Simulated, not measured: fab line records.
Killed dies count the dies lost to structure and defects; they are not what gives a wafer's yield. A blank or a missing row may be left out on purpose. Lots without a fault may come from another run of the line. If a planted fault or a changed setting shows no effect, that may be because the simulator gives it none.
fab line records ; flow n5Finfet
[record] lots = 7; wafers = 39
route steps=1938 shown SD_EPI_N@288 SD_EPI_P@321 SD_ACTIVATION@330 GATE_CUT@469 MOL_CONTACT_COAG@616
startH: hours from the record's first day to the start of the lot's first wafer shown ; waitH: time in hours since the lot's previous step ; " as in the row above ; L1.1+2: a row that stands for several wafers ; - no value, or no start given ; * or withheld: withheld ; < > ~ a bound
route shown NAME@n: names a module that has steps shown in the file, with the first one's number in the route ; usual: the fault-free wafers' mean and standard deviation ; same: alike in all rows ; chamber/n: place in a boat ; sites: per-site readings ; _std_site: the values' standard deviation ; _edge_site: mean of outer sites minus mean of inner sites ; radiusMm: how far each site lies from the wafer's centre ; mask NAME#n: copy n ; behind: the last tool/chamber to shape the wafer ; hold: the reason the lot was held/the length of the hold in hours/how it ended ; device: whichever transistor did not switch (one of n, p or np) ; end of line: tests of these same wafers at the route's end ; a step without rows: its recipe alone ; killed: dies lost to structure and defects at the first sort, not the wafer's yield ; map: a wafer's dies, x killed, . not, _ none there
set.NAME: the setting that was run; set.NAME@STEP: the one run at that earlier step ; model.NAME: the simulator's own value behind a step, which no gauge read
lots where settings were altered on purpose, with a table for each step and a row for each wafer
[[steps]]
[step N5_SD_EPI_N_EPI_21]
[recipe] material = Si:P; dopant = P; tempC = 680; pressureTorr = 255; timeS = 690
lot.wafer;tool;chamber;startH;waitH;set.dopantConcCm3
L080.1+2+4;epiRpcvd-02;0;85.98;0.1;1.751e+21
L080.3+5+6;epiRpcvd-02;0;85.98;0.1;2e+21
L087.1+2+3;epiRpcvd-01;0;128.48;0.1;2e+21
L087.4+5+6;epiRpcvd-01;0;128.48;0.1;1.796e+21
L089.1+2+4;epiRpcvd-01;0;139.75;0.1;1.687e+21
L089.3+5+6;epiRpcvd-01;0;139.75;0.1;2e+21
L090.1+2+3+4+5+6;epiRpcvd-01;0;147.88;0.1;2e+21
L093.1+3+6;epiRpcvd-01;0;166.67;0.1;2.249e+21
L093.2+4+5;epiRpcvd-01;0;166.67;0.1;2e+21
L095.1+3+6;epiRpcvd-01;0;176.05;0.1;1.866e+21
L095.2+4+5;epiRpcvd-01;0;176.05;0.1;2e+21
L096.4+5+6;epiRpcvd-01;0;182.56;0.9;2e+21
[step N5_SD_EPI_P_EPI_21]
[recipe] material = SiGe:B; dopant = B; tempC = 550; pressureTorr = 20; ambient = H2; timeS = 355
lot.wafer;tool;chamber;startH;waitH;set.timeS;model.SiGe-B_of_SD_EPI_P_EPI_21.thkNm
L080.1+3;epiRpcvd-03;0;90.27;0.1;332.2;57.4
L080.2+6;epiRpcvd-03;0;90.27;0.1;355;59.4
L080.4;epiRpcvd-03;0;90.27;0.1;355;60.2
L080.5;epiRpcvd-03;0;90.27;0.1;332.2;56.6
L087.1;epiRpcvd-04;0;132.46;0.1;376.5;64.8
L087.2+4;epiRpcvd-04;0;132.46;0.1;355;61.8
L087.3;epiRpcvd-04;0;132.46;0.1;376.5;64
L087.5;epiRpcvd-04;0;132.46;0.1;376.5;64.2
L087.6;epiRpcvd-04;0;132.46;0.1;355;62
L089.1+2;epiRpcvd-03;0;144.00;0.2;355;61
L089.3+5;epiRpcvd-03;0;144.00;0.2;355;60.2
L089.4;epiRpcvd-03;0;144.00;0.2;355;61.2
L089.6;epiRpcvd-03;0;144.00;0.2;355;60.6
L090.1;epiRpcvd-04;0;152.77;0.1;334.4;58.8
L090.2;epiRpcvd-04;0;152.77;0.1;355;62
L090.3;epiRpcvd-04;0;152.77;0.1;355;60.4
L090.4;epiRpcvd-04;0;152.77;0.1;355;61.4
L090.5;epiRpcvd-04;0;152.77;0.1;334.4;59.2
L090.6;epiRpcvd-04;0;152.77;0.1;334.4;59
L093.1+5+6;epiRpcvd-01;0;170.99;0.1;355;61
L093.2;epiRpcvd-01;0;170.99;0.1;355;61.4
L093.3;epiRpcvd-01;0;170.99;0.1;355;61.2
L093.4;epiRpcvd-01;0;170.99;0.1;355;60.6
L095.1+3+4;epiRpcvd-04;0;180.19;0.1;355;62.2
L095.2;epiRpcvd-04;0;180.19;0.1;355;62
L095.5;epiRpcvd-04;0;181.63;1.5;355;61.6
L095.6;epiRpcvd-04;0;181.63;1.5;355;61.4
L096.4;epiRpcvd-03;0;187.39;1.5;355;62.2
L096.5+6;epiRpcvd-03;0;187.39;1.5;355;62.6
[step N5_SD_EPI_P_HM_STRIP_48]
[recipe] chemistry = H3PO4; tempC = 160; material = SiNx; target = SiNx; targetDepthA = 30; overetchFraction = 0.3
lot.wafer;tool;chamber;startH;waitH;set.timeS@SD_EPI_P_EPI_21;model.SiGe-B_of_SD_EPI_P_EPI_21.thkNm
L080.1+3;wetBench-03;4,3;92.50;0.0;332.2;57
L080.2;wetBench-03;7;92.50;0.0;355;59
L080.4;wetBench-03;5;92.50;0.0;355;60
L080.5;wetBench-03;0;92.50;0.0;332.2;56.4
L080.6;wetBench-03;6;92.50;0.0;355;59.2
L087.1;wetBench-03;3;134.69;0.0;376.5;64.6
L087.2;wetBench-03;5;134.69;0.0;355;61.4
L087.3;wetBench-03;0;134.69;0.0;376.5;63.8
L087.4+6;wetBench-03;1,2;134.69;0.0;355;61.6
L087.5;wetBench-03;4;134.69;0.0;376.5;64
L089.1+2;wetBench-03;6,4;146.96;0.0;355;60.6
L089.3;wetBench-03;5;146.96;0.0;355;59.8
L089.4;wetBench-03;7;146.96;0.0;355;61
L089.5;wetBench-03;2;146.96;0.0;355;60
L089.6;wetBench-03;3;146.96;0.0;355;60.4
L090.1;wetBench-03;6;155.00;0.0;334.4;58.6
L090.2;wetBench-03;2;155.00;0.0;355;61.6
L090.3;wetBench-03;7;155.00;0.0;355;60.2
L090.4;wetBench-03;4;155.00;0.0;355;61
L090.5+6;wetBench-03;5,3;155.00;0.0;334.4;58.8
L093.1+6;wetBench-06;2,1;173.25;0.0;355;60.6
L093.2+3;wetBench-06;6,0;173.25;0.0;355;61
L093.4;wetBench-06;5;173.25;0.0;355;60.4
L093.5;wetBench-06;7;173.25;0.0;355;60.8
L095.1+4;wetBench-05;1,5;182.42;0.0;355;62
L095.2+3;wetBench-05;3,4;182.42;0.0;355;61.8
L095.5+6;wetBench-05;2,6;182.42;0.0;355;61.2
L096.4;wetBench-03;4;188.91;0.0;355;61.8
L096.5;wetBench-03;3;188.91;0.0;355;62.2
L096.6;wetBench-03;6;188.91;0.0;355;62.4
[step N5_SD_EPI_P_SRD_49]
[recipe] dry = ipaMarangoni; timeS = 30; tempC = 23; rinseLiquid = diw
[step N5_SD_EPI_P_PRECLEAN_24]
[recipe] chemistry = O3/DIW; timeS = 45; tempC = 22; o3Ppm = 10
[step N5_SD_ACTIVATION_RTA_00]
[recipe] tempC = 975; timeS = 0; ambient = N2; idleTempC = 600; rampUpCPerS = 150; rampDownCPerS = 60; coolToC = 600
[step N5_SD_ACTIVATION_LSA_01]
[recipe] tempC = 1080; timeS = 0.0008; ambient = N2
[step N5_SD_ACTIVATION_RS_MEAS_03]
[recipe] thkMeasGauge = four-point-probe
[usual] RS_SD_N = 21.99/0.27; RS_SD_P = 56.1/1.1
lot.wafer;tool;chamber;startH;waitH;set.dopantConcCm3@SD_EPI_N_EPI_21;set.timeS@SD_EPI_P_EPI_21;RS_SD_N[ohm/sq];RS_SD_P[ohm/sq]
L080.1;filmMetro-02;-;93.07;0.2;1.751e+21;332.2;22.82;60.6
L080.2;filmMetro-02;-;93.07;0.2;1.751e+21;355;22.61;58.4
L080.3;filmMetro-02;-;93.07;0.2;2e+21;332.2;21.98;61.0
L080.4;filmMetro-02;-;93.07;0.2;1.751e+21;355;22.60;57.9
L080.5;filmMetro-02;-;93.07;0.2;2e+21;332.2;21.64;61.9
L080.6;filmMetro-02;-;93.07;0.2;2e+21;355;22.05;58.5
L087.1;filmMetro-01;-;135.38;0.2;2e+21;376.5;22.37;52.9
L087.2;filmMetro-01;-;135.38;0.2;2e+21;355;22.44;54.9
L087.3;filmMetro-01;-;135.38;0.2;2e+21;376.5;22.34;53.0
L087.4;filmMetro-01;-;135.38;0.2;1.796e+21;355;22.61;55.5
L087.5;filmMetro-01;-;135.38;0.2;1.796e+21;376.5;22.98;52.6
L087.6;filmMetro-01;-;135.38;0.2;1.796e+21;355;23.26;54.9
L089.1;filmMetro-02;-;147.54;0.2;1.687e+21;355;23.16;55.8
L089.2;filmMetro-02;-;147.54;0.2;1.687e+21;355;22.93;55.5
L089.3;filmMetro-02;-;147.54;0.2;2e+21;355;21.88;55.9
L089.4;filmMetro-02;-;147.54;0.2;1.687e+21;355;22.81;55.4
L089.5;filmMetro-02;-;147.54;0.2;2e+21;355;21.79;56.4
L089.6;filmMetro-02;-;147.54;0.2;2e+21;355;21.77;56.3
L090.1;filmMetro-01;-;155.57;0.2;2e+21;334.4;22.05;58.6
L090.2;filmMetro-01;-;155.57;0.2;2e+21;355;21.77;55.0
L090.3;filmMetro-01;-;155.57;0.2;2e+21;355;22.02;56.6
L090.4;filmMetro-01;-;155.57;0.2;2e+21;355;22.07;55.7
L090.5;filmMetro-01;-;155.57;0.2;2e+21;334.4;21.69;57.8
L090.6;filmMetro-01;-;155.57;0.2;2e+21;334.4;22.07;57.6
L093.1;filmMetro-01;-;173.94;0.2;2.249e+21;355;21.08;56.2
L093.2;filmMetro-01;-;173.94;0.2;2e+21;355;21.89;54.9
L093.3;filmMetro-01;-;173.94;0.2;2.249e+21;355;21.25;55.5
L093.4;filmMetro-01;-;173.94;0.2;2e+21;355;21.49;55.7
L093.5;filmMetro-01;-;173.94;0.2;2e+21;355;21.77;55.5
L093.6;filmMetro-01;-;173.94;0.2;2.249e+21;355;21.31;55.7
L095.1;filmMetro-01;-;183.09;0.2;1.866e+21;355;21.98;53.9
L095.2;filmMetro-01;-;183.09;0.2;2e+21;355;21.75;54.1
L095.3;filmMetro-01;-;183.09;0.2;1.866e+21;355;21.98;54.2
L095.4;filmMetro-01;-;183.09;0.2;2e+21;355;21.88;54.0
L095.5;filmMetro-01;-;183.09;0.2;2e+21;355;21.66;54.4
L095.6;filmMetro-01;-;183.09;0.2;1.866e+21;355;22.39;55.0
L096.4;filmMetro-01;-;189.59;0.1;2e+21;355;21.76;55.4
L096.5;filmMetro-01;-;189.59;0.1;2e+21;355;21.92;55.6
L096.6;filmMetro-01;-;189.59;0.1;2e+21;355;21.88;55.5
[step N5_GATE_CUT_ETCH_58]
[recipe] chemistry = CH3F/O2; target = SiNx; targetDepthA = 170; timeS = 128.6; ionEnergyEv = 50; pressureMtorr = 30; sourceW = 415; biasW = 21; Ar_flow_sccm = 150; CH3F_flow_sccm = 30; O2_flow_sccm = 20
lot.wafer;tool;chamber;startH;waitH;set.targetDepthA;model.etch.depthNm
L080.1;rieDiel-01;2;115.36;0.0;170;17.07
L080.2;rieDiel-01;3;115.36;0.0;159.1;16.24
L080.3;rieDiel-01;1;115.36;0.0;159.1;16.09
L080.4;rieDiel-01;0;115.36;0.0;170;17.14
L080.5;rieDiel-01;3;115.36;0.0;170;17.45
L080.6;rieDiel-01;0;115.36;0.0;159.1;16.11
L087.1;rieDiel-03;0;156.48;0.0;170;16.74
L087.2;rieDiel-03;3;156.48;0.0;175.6;17.6
L087.3;rieDiel-03;2;156.48;0.0;170;17.01
L087.4;rieDiel-03;1;156.48;0.0;170;16.9
L087.5;rieDiel-03;2;156.48;0.0;175.6;17.53
L087.6;rieDiel-03;1;156.48;0.0;175.6;17.48
L089.1;rieDiel-03;0;170.63;0.1;170;16.9
L089.2;rieDiel-03;3;170.63;0.1;188.1;18.87
L089.3;rieDiel-03;2;170.63;0.1;170;16.96
L089.4;rieDiel-03;1;170.63;0.1;188.1;18.64
L089.5;rieDiel-03;0;170.63;0.1;170;16.74
L089.6;rieDiel-03;3;170.63;0.1;188.1;18.73
L090.1;rieDiel-01;0;177.60;0.0;153.6;15.34
L090.2;rieDiel-01;3;177.60;0.0;153.6;15.72
L090.3;rieDiel-01;1;177.60;0.0;170;17.28
L090.4;rieDiel-01;2;177.60;0.0;170;17.09
L090.5;rieDiel-01;0;177.60;0.0;170;16.96
L090.6;rieDiel-01;1;177.60;0.0;153.6;15.58
L093.1;rieDiel-03;2;195.32;0.1;191.7;19.36
L093.2;rieDiel-03;1;195.32;0.1;191.7;19.07
L093.3;rieDiel-03;0;195.32;0.1;170;16.87
L093.4;rieDiel-03;1;195.32;0.1;170;16.94
L093.5;rieDiel-03;2;195.32;0.1;170;16.92
L093.6;rieDiel-03;0;195.32;0.1;191.7;19.02
L095.1;rieDiel-06;0;206.24;0.1;155.9;15.78
L095.2;rieDiel-06;1;206.24;0.1;170;17.35
L095.3;rieDiel-06;2;206.24;0.1;155.9;15.3
L095.4;rieDiel-06;3;206.24;0.1;155.9;15.98
L095.5;rieDiel-06;2;206.24;0.1;170;16.61
L095.6;rieDiel-06;1;206.24;0.1;170;17.42
L096.4;rieDiel-06;2;211.00;0.2;170;16.62
L096.5;rieDiel-06;0;211.00;0.2;170;17.24
L096.6;rieDiel-06;1;211.00;0.2;170;17.43
[step N5_MOL_CONTACT_COAG_ETCH_124]
[recipe] chemistry = CH3F/O2; target = SiNx; targetDepthA = 65; maskMaterial = SOC; stopOn = SiOC; overEtchFrac = 0.3; ionEnergyEv = 120; pressureMtorr = 30; sourceW = 395; biasW = 73; Ar_flow_sccm = 150; CH3F_flow_sccm = 30; O2_flow_sccm = 20; ends = endPoint
[usual] rfVppV = 298.2/2.6
lot.wafer;tool;chamber;startH;waitH;set.sourceW;rfVppV
L080.1;rieDiel-04;0;132.68;0.0;335.5;320.2
L080.2;rieDiel-04;3;132.68;0.0;335.5;317.4
L080.3;rieDiel-04;1;132.68;0.0;395;296.4
L080.4;rieDiel-04;0;132.68;0.0;395;293.8
L080.5;rieDiel-04;3;132.68;0.0;335.5;317.5
L080.6;rieDiel-04;1;132.68;0.0;395;299.7
L087.1;rieDiel-02;0;179.88;0.0;462.8;278.9
L087.2;rieDiel-02;1;179.88;0.0;395;294.9
L087.3;rieDiel-02;3;179.88;0.0;462.8;280.6
L087.4;rieDiel-02;2;179.88;0.0;395;300.9
L087.5;rieDiel-02;0;179.88;0.0;395;299.6
L087.6;rieDiel-02;3;179.88;0.0;462.8;279.4
L089.1;rieDiel-02;2;195.17;0.0;395;302.4
L089.2;rieDiel-02;1;195.17;0.0;395;294.9
L089.3;rieDiel-02;0;195.17;0.0;395;300.0
L089.4;rieDiel-02;3;195.17;0.0;395;301.1
L089.5;rieDiel-02;3;195.17;0.0;395;302.1
L089.6;rieDiel-02;0;195.17;0.0;395;299.7
L090.1;rieDiel-02;2;197.46;0.0;395;299.8
L090.2;rieDiel-02;0;197.46;0.0;395;301.3
L090.3;rieDiel-02;3;197.46;0.0;345.9;321.4
L090.4;rieDiel-02;1;197.46;0.0;345.9;314.0
L090.5;rieDiel-02;3;197.46;0.0;395;302.4
L090.6;rieDiel-02;0;197.46;0.0;345.9;317.6
L093.1;rieDiel-02;0;215.38;0.0;395;299.0
L093.2;rieDiel-02;1;215.38;0.0;395;294.1
L093.3;rieDiel-02;3;215.38;0.0;395;300.4
L093.4;rieDiel-02;2;215.38;0.0;395;301.0
L093.5;rieDiel-02;3;215.38;0.0;395;299.4
L093.6;rieDiel-02;0;215.38;0.0;395;301.1
L095.1;rieDiel-02;1;225.47;0.0;435.9;282.3
L095.2;rieDiel-02;3;225.47;0.0;435.9;287.6
L095.3;rieDiel-02;2;225.47;0.0;395;300.0
L095.4;rieDiel-02;3;225.47;0.0;435.9;286.3
L095.5;rieDiel-02;1;225.47;0.0;395;294.2
L095.6;rieDiel-02;2;225.47;0.0;395;300.0
L096.4;rieDiel-05;3;229.79;0.0;395;298.1
L096.5;rieDiel-05;2;229.79;0.0;395;298.7
L096.6;rieDiel-05;1;229.79;0.0;395;294.9
[[key]]
[split] step = N5_SD_EPI_N_EPI_21; setting = dopantConcCm3; stated = 2e+21; by = wafer
[response] step = N5_SD_ACTIVATION_RS_MEAS_03; reading = RS_SD_N; change = -0.0601; per = 1%; r = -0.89
[split] step = N5_SD_EPI_P_EPI_21; setting = timeS; stated = 355; by = wafer
[response] step = N5_SD_EPI_P_EPI_21; reading = model.SiGe-B_of_SD_EPI_P_EPI_21.thkNm; change = +0.398; per = 1%; r = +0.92
[response] step = N5_SD_EPI_P_HM_STRIP_48; reading = model.SiGe-B_of_SD_EPI_P_EPI_21.thkNm; change = +0.405; per = 1%; r = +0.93
[response] step = N5_SD_ACTIVATION_RS_MEAS_03; reading = RS_SD_P; change = -0.406; per = 1%; r = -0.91
[split] step = N5_GATE_CUT_ETCH_58; setting = targetDepthA; stated = 170; by = wafer
[response] step = N5_GATE_CUT_ETCH_58; reading = model.etch.depthNm; change = +0.173; per = 1%; r = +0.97
[split] step = N5_MOL_CONTACT_COAG_ETCH_124; setting = sourceW; stated = 395; by = wafer
[response] step = N5_MOL_CONTACT_COAG_ETCH_124; reading = rfVppV; change = -1.26; per = 1%; r = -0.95
